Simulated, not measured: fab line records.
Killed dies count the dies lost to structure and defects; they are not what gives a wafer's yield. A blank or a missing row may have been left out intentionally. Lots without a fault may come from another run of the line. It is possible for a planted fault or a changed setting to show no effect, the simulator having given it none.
A struck lot beside a sound one | flow n5Finfet | 43 steps out of a route of 1938
Sound: these wafers, L637.4, L637.5, L637.6. Wafers struck: L623.2, L623.3, L623.5. Last of all comes the cause.
At each step with rows: each side's tool, then ch and its chambers, then its first start. Under that, the readings that differ: sound wafers | struck wafers | difference of the means | sigmas: that difference in standard deviations of wafers without a fault.
alike: readings whose means differ by less than 2 such deviations, and words and numbers that are the same on both sides. not compared: withheld readings, readings that some wafer has no value for, bounds like >300 that may hide the same value, and numbers for which the record gives no deviation and whose values overlap.
A row with sigmas, a row that says differs or no value, or rows on one side alone: a step with any of these is where the two part. When numbers do not overlap yet have no deviation, they are printed without sigmas and do not part them. Lack of a reading on every wafer of one side parts them only where that side has two or more wafers.

first, 11 steps without rows for these wafers: N5_BEOL_M2_DESCUM_33 (chemistry O2, time 7 s); N5_BEOL_M2_ETCH_77 (etches underlayer in N2/H2, target depth 6.5 nm, time 5.2 s); N5_BEOL_M2_ETCH_69 (etches SiARC in CF4, target depth 15.6 nm, time 26 s); N5_BEOL_M2_ALD_98 (deposits SiO2, target thk 2.5 nm, pulse time 1 s, co reactant pulse time 1 s); N5_BEOL_M2_ETCHBACK_99 (etches SiO2 in CHF3, target depth 5 nm, time 10.4 s); N5_BEOL_M2_ETCH_70 (etches SOC in N2/H2, target depth 80 nm, overetch 24 nm, time 130 s); N5_BEOL_M2_STRIP_71 (strips in N2/H2); N5_BEOL_M2_STRIP_78 (strips in N2/H2); N5_BEOL_M2_VIA_ETCH_34 (etches the open film in C4F6/O2, target depth 69.4 nm, time 65.9 s); N5_BEOL_M2_STRIP_83 (strips in C4F6/O2); N5_BEOL_M2_STRIP_36 (strips in N2/H2).
N5_BEOL_M2_TRENCH_ETCH_37: etches SiOC in C4F6/O2, target depth 55.555 nm, time 29.2 s.
  sound on rieDiel-03 ch 0,1,3, day 11 13:04; struck on rieDiel-01 ch 0,2,3, day 8 11:24
  no value came back on the struck wafers for any of 7 readings (C4F6_flow_sccm (sccm), O2_flow_sccm (sccm) and others); on the sound wafers C4F6_flow_sccm (sccm) reads 10.000 10.001 10.034
reading                                   | sound      | struck       | difference | sigmas
model.TiN_of_BEOL_M2_HM_DEP_02.thkNm (nm) | 18 18 17.8 | 20 20.4 20.2 | +2         | 
  not compared: rfHoursCounterH
then, 2 steps without rows for these wafers: N5_BEOL_M2_ETCH_41 (etches SiCN in CH3F/O2, target depth 29.9 nm, time 52.5 s); N5_BEOL_M2_STRIP_97 (strips in N2/H2, time 10 s).
N5_BEOL_M2_OCD_MEAS_38:
  sound: ocd-01 at day 11 13:13; struck: ocd-02 at day 8 11:34
reading            | sound          | struck  | difference | sigmas
trenchDepthNm (nm) | 55.1 53.6 56.9 | 0 0.3 0 | -55        | -61
then, 25 steps without rows for these wafers: N5_BEOL_M2_HM_STRIP_39 (strips TiN in peroxide tin strip, target depth 25 nm, time 158 s); N5_BEOL_M2_SRD_40 (time 30 s); N5_BEOL_M2_PRECLEAN_42 (cleans in residue remover, time 60 s); N5_BEOL_M2_SRD_43 (time 30 s); N5_BEOL_M2_DEGAS_44 (time 60 s); N5_BEOL_M2_PRE_CLEAN_45 (time 30 s); N5_BEOL_M2_ALD_84 (deposits TaN, pulse time 2 s, purge time 3 s, co reactant purge time 2 s); N5_BEOL_M2_SURFACE_TREAT_85; N5_BEOL_M2_CVD_47 (deposits Co from CCTBA/H2, target thk 3 nm, time 223.8 s); N5_BEOL_M2_SPUTTER_48 (material Cu, target thk 4.5 nm, time 8.29 s); N5_BEOL_M2_ANNEAL_49 (time 240 s); N5_BEOL_M2_SPUTTER_79 (material Cu, target thk 4.5 nm, time 8.29 s); N5_BEOL_M2_ANNEAL_80 (time 240 s); N5_BEOL_M2_SPUTTER_81 (material Cu, target thk 4.5 nm, time 8.29 s); N5_BEOL_M2_ANNEAL_82 (time 240 s); N5_BEOL_M2_SPUTTER_86 (material Cu, target thk 4.5 nm, time 8.29 s); N5_BEOL_M2_ANNEAL_87 (time 240 s); N5_BEOL_M2_SPUTTER_88 (material Cu, target thk 4.5 nm, time 8.29 s); N5_BEOL_M2_ANNEAL_89 (time 240 s); N5_BEOL_M2_SPUTTER_90 (material Cu, target thk 4.5 nm, time 8.29 s); N5_BEOL_M2_ANNEAL_91 (time 240 s); N5_BEOL_M2_SPUTTER_92 (material Cu, target thk 4.5 nm, time 8.29 s); N5_BEOL_M2_ANNEAL_93 (time 240 s); N5_BEOL_M2_SPUTTER_94 (material Cu, target thk 4.5 nm, time 8.29 s); N5_BEOL_M2_ANNEAL_95 (time 240 s).
N5_BEOL_M2_CMP_52: polishes, stops on SiOC, t overpolish 6.8 s, target thk 40 nm.
  sound on cmp-02 ch 0,1,2, day 11 18:30; struck on cmp-03 ch 2,3, day 8 15:01
reading                               | sound        | struck  | difference | sigmas
model.Cu_of_BEOL_M2_ECD_50.thkNm (nm) | 37.4 38 38.8 | 0 0.2 0 | -38        | 
  alike: motorCurrentA, slurryFilterDpKPa
N5_BEOL_M4_RC_MEAS_101:
  the record has rows for the sound wafers here (prober-01 ch 0, day 12 23:53) and none for the struck ones
N5_PASSIVATION_PROBE_49:
  sound wafers here have rows in the record (prober-01, day 17 04:49); struck ones have none

## WHERE THEY PART
At N5_BEOL_M2_TRENCH_ETCH_37 first; at N5_PASSIVATION_PROBE_49 last (within this record only).

WHY: what had been put in by the simulator
At N5_BEOL_M2_TRENCH_ETCH_37, the step was skipped entirely on rieDiel-01 from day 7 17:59 on. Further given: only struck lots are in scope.
